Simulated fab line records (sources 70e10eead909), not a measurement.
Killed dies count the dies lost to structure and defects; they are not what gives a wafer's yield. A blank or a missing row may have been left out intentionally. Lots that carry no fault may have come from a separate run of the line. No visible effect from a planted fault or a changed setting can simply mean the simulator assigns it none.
Which tool is to blame? || flow nand-harc || 69 wafers from 23 lots sampled at 2 of the route's 1159 steps

WHAT THE GAUGES READ, wafer by wafer
NHARC_A_M1_CD_MEAS_09: the cd target is 120 nm.
{"lot": "L075", "measured": "day 17 16:46", "on": "cd-sem-03", "cd-nm (nm)": "119.4 119.5 119.2"}
{"lot": "L074", "measured": "day 17 20:43", "on": "cd-sem-01", "cd-nm (nm)": "119.7 119.3 119.3"}
{"lot": "L077", "measured": "day 18 00:10", "on": "cd-sem-01", "cd-nm (nm)": "120.8 120.1 119.9"}
{"lot": "L076", "measured": "day 18 01:25", "on": "cd-sem-02", "cd-nm (nm)": "119.5 120.0 118.3"}
{"lot": "L079", "measured": "day 18 03:38", "on": "cd-sem-02", "cd-nm (nm)": "120.8 120.4 119.9"}
{"lot": "L078", "measured": "day 19 03:15", "on": "cd-sem-02", "cd-nm (nm)": "119.3 119.2 120.3"}
{"lot": "L081", "measured": "day 19 10:33", "on": "cd-sem-02", "cd-nm (nm)": "120.4 120.0 120.0"}
{"lot": "L080", "measured": "day 20 03:43", "on": "cd-sem-03", "cd-nm (nm)": "118.8 119.5 119.1"}
{"lot": "L083", "measured": "day 20 06:24", "on": "cd-sem-03", "cd-nm (nm)": "118.9 119.5 119.8"}
{"lot": "L084", "measured": "day 20 10:25", "on": "cd-sem-01", "cd-nm (nm)": "119.1 120.4 118.4"}
{"lot": "L082", "measured": "day 20 11:14", "on": "cd-sem-02", "cd-nm (nm)": "119.9 120.7 120.4"}
{"lot": "L086", "measured": "day 21 23:46", "on": "cd-sem-02", "cd-nm (nm)": "119.4 120.1 118.4"}
{"lot": "L087", "measured": "day 22 00:17", "on": "cd-sem-02", "cd-nm (nm)": "120.0 120.1 119.3"}
{"lot": "L088", "measured": "day 22 05:39", "on": "cd-sem-03", "cd-nm (nm)": "120.7 120.6 119.7"}
{"lot": "L090", "measured": "day 22 17:57", "on": "cd-sem-01", "cd-nm (nm)": "120.5 120.9 120.2"}
{"lot": "L091", "measured": "day 22 17:07", "on": "cd-sem-03", "cd-nm (nm)": "119.5 118.0 119.0"}
{"lot": "L089", "measured": "day 22 18:42", "on": "cd-sem-02", "cd-nm (nm)": "119.0 120.0 118.7"}
{"lot": "L092", "measured": "day 23 01:48", "on": "cd-sem-02", "cd-nm (nm)": "120.2 118.3 119.3"}
{"lot": "L094", "measured": "day 23 01:56", "on": "cd-sem-02", "cd-nm (nm)": "120.8 119.7 118.6"}
{"lot": "L093", "measured": "day 23 04:57", "on": "cd-sem-03", "cd-nm (nm)": "119.1 121.1 120.5"}
{"lot": "L095", "measured": "day 23 12:51", "on": "cd-sem-02", "cd-nm (nm)": "120.3 119.8 119.5"}
{"lot": "L096", "measured": "day 23 12:14", "on": "cd-sem-01", "cd-nm (nm)": "119.4 120.7 120.5"}
{"lot": "L097", "measured": "day 24 04:36", "on": "cd-sem-03", "cd-nm (nm)": "119.6 120.4 120.7"}

EACH LOT AND THE TOOL THAT RAN IT (in order: tool; ch and the chambers of the sampled wafers; start)
{"lot": "L075", "NHARC_A_CONTACT_ETCH_139": "har-cap-etch-02 ch 0,1, day 17 03:48"}
{"lot": "L074", "NHARC_A_CONTACT_ETCH_139": "har-cap-etch-03 ch 0,1, day 17 04:59"}
{"lot": "L077", "NHARC_A_CONTACT_ETCH_139": "har-cap-etch-03 ch 0,1, day 17 09:37"}
{"lot": "L076", "NHARC_A_CONTACT_ETCH_139": "har-cap-etch-02 ch 0,1, day 17 13:00"}
{"lot": "L079", "NHARC_A_CONTACT_ETCH_139": "har-cap-etch-01 ch 0,1, day 17 15:12"}
{"lot": "L078", "NHARC_A_CONTACT_ETCH_139": "har-cap-etch-03 ch 0,1, day 18 10:35"}
{"lot": "L081", "NHARC_A_CONTACT_ETCH_139": "har-cap-etch-03 ch 0,1, day 18 22:28"}
{"lot": "L080", "NHARC_A_CONTACT_ETCH_139": "har-cap-etch-03 ch 0,1, day 19 05:08"}
{"lot": "L083", "NHARC_A_CONTACT_ETCH_139": "har-cap-etch-01 ch 0,1, day 19 07:35"}
{"lot": "L084", "NHARC_A_CONTACT_ETCH_139": "har-cap-etch-03 ch 0,1, day 19 09:45"}
{"lot": "L082", "NHARC_A_CONTACT_ETCH_139": "har-cap-etch-02 ch 0,1, day 19 11:34"}
{"lot": "L086", "NHARC_A_CONTACT_ETCH_139": "har-cap-etch-01 ch 0,1, day 20 19:09"}
{"lot": "L087", "NHARC_A_CONTACT_ETCH_139": "har-cap-etch-03 ch 0,1, day 20 19:38"}
{"lot": "L088", "NHARC_A_CONTACT_ETCH_139": "har-cap-etch-03 ch 0,1, day 20 22:25"}
{"lot": "L090", "NHARC_A_CONTACT_ETCH_139": "har-cap-etch-01 ch 0,1, day 21 13:45"}
{"lot": "L091", "NHARC_A_CONTACT_ETCH_139": "har-cap-etch-02 ch 0,1, day 21 14:53"}
{"lot": "L089", "NHARC_A_CONTACT_ETCH_139": "har-cap-etch-01 ch 0,1, day 21 16:28"}
{"lot": "L092", "NHARC_A_CONTACT_ETCH_139": "har-cap-etch-01 ch 0,1, day 21 22:11"}
{"lot": "L094", "NHARC_A_CONTACT_ETCH_139": "har-cap-etch-03 ch 0,1, day 22 07:09"}
{"lot": "L093", "NHARC_A_CONTACT_ETCH_139": "har-cap-etch-01 ch 0,1, day 22 09:31"}
{"lot": "L095", "NHARC_A_CONTACT_ETCH_139": "har-cap-etch-01 ch 0,1, day 22 19:26"}
{"lot": "L096", "NHARC_A_CONTACT_ETCH_139": "har-cap-etch-02 ch 0,1, day 22 20:02"}
{"lot": "L097", "NHARC_A_CONTACT_ETCH_139": "har-cap-etch-03 ch 0,1, day 23 08:24"}
- NHARC_A_CONTACT_ETCH_139: etches the open film in C4F8/O2/Ar, time 137 s, target depth 590 nm.

AS READ BY THE TOOLS THEMSELVES (means over the sampled wafers that have a number; for cases with no such wafer, the mark the record gives instead)
NHARC_A_CONTACT_ETCH_139.
{"lot": "L075", "tool": "har-cap-etch-02", "chamber-pressure-mTorr (mTorr)": 19.989}
{"lot": "L074", "tool": "har-cap-etch-03", "chamber-pressure-mTorr (mTorr)": 19.993}
{"lot": "L077", "tool": "har-cap-etch-03", "chamber-pressure-mTorr (mTorr)": 20.013}
{"lot": "L076", "tool": "har-cap-etch-02", "chamber-pressure-mTorr (mTorr)": 20.006}
{"lot": "L079", "tool": "har-cap-etch-01", "chamber-pressure-mTorr (mTorr)": 20.014}
{"lot": "L078", "tool": "har-cap-etch-03", "chamber-pressure-mTorr (mTorr)": 20.024}
{"lot": "L081", "tool": "har-cap-etch-03", "chamber-pressure-mTorr (mTorr)": 20.001}
{"lot": "L080", "tool": "har-cap-etch-03", "chamber-pressure-mTorr (mTorr)": 20.005}
{"lot": "L083", "tool": "har-cap-etch-01", "chamber-pressure-mTorr (mTorr)": 20.007}
{"lot": "L084", "tool": "har-cap-etch-03", "chamber-pressure-mTorr (mTorr)": 20.011}
{"lot": "L082", "tool": "har-cap-etch-02", "chamber-pressure-mTorr (mTorr)": 20.002}
{"lot": "L086", "tool": "har-cap-etch-01", "chamber-pressure-mTorr (mTorr)": 20.002}
{"lot": "L087", "tool": "har-cap-etch-03", "chamber-pressure-mTorr (mTorr)": 19.994}
{"lot": "L088", "tool": "har-cap-etch-03", "chamber-pressure-mTorr (mTorr)": 19.983}
{"lot": "L090", "tool": "har-cap-etch-01", "chamber-pressure-mTorr (mTorr)": 20.012}
{"lot": "L091", "tool": "har-cap-etch-02", "chamber-pressure-mTorr (mTorr)": 20.019}
{"lot": "L089", "tool": "har-cap-etch-01", "chamber-pressure-mTorr (mTorr)": 19.994}
{"lot": "L092", "tool": "har-cap-etch-01", "chamber-pressure-mTorr (mTorr)": 19.973}
{"lot": "L094", "tool": "har-cap-etch-03", "chamber-pressure-mTorr (mTorr)": 20.013}
{"lot": "L093", "tool": "har-cap-etch-01", "chamber-pressure-mTorr (mTorr)": 20.005}
{"lot": "L095", "tool": "har-cap-etch-01", "chamber-pressure-mTorr (mTorr)": 19.992}
{"lot": "L096", "tool": "har-cap-etch-02", "chamber-pressure-mTorr (mTorr)": 19.995}
{"lot": "L097", "tool": "har-cap-etch-03", "chamber-pressure-mTorr (mTorr)": 20.000}

THE ANSWER, worked out from the rows above alone
Rule: the usual values come from the lots themselves. Put in order of their means at a reading, lots are off if they are a third of the lots or fewer, leave a main group of 4 or more, and stand apart from it by a gap of 3 or more times the standard deviation of the main group's means; of several such gaps the widest counts. If all means in a main group match to the digits the tables above print for the reading, that group is not used. A lot without any number at a reading at which 4 lots or more have one is off too. Any other lot the step has rows for is counted as sound. After the gauges, taken in route order, come the tools' own readings; for these a lot's mean is taken, as printed above. At the first step where some lot is off, the reading lying furthest off is the one used; lots without a number count as furthest.
Across all readings shown, no lot is off: no conclusion can be drawn from this.

WHAT THE SIMULATOR HAD INSERTED
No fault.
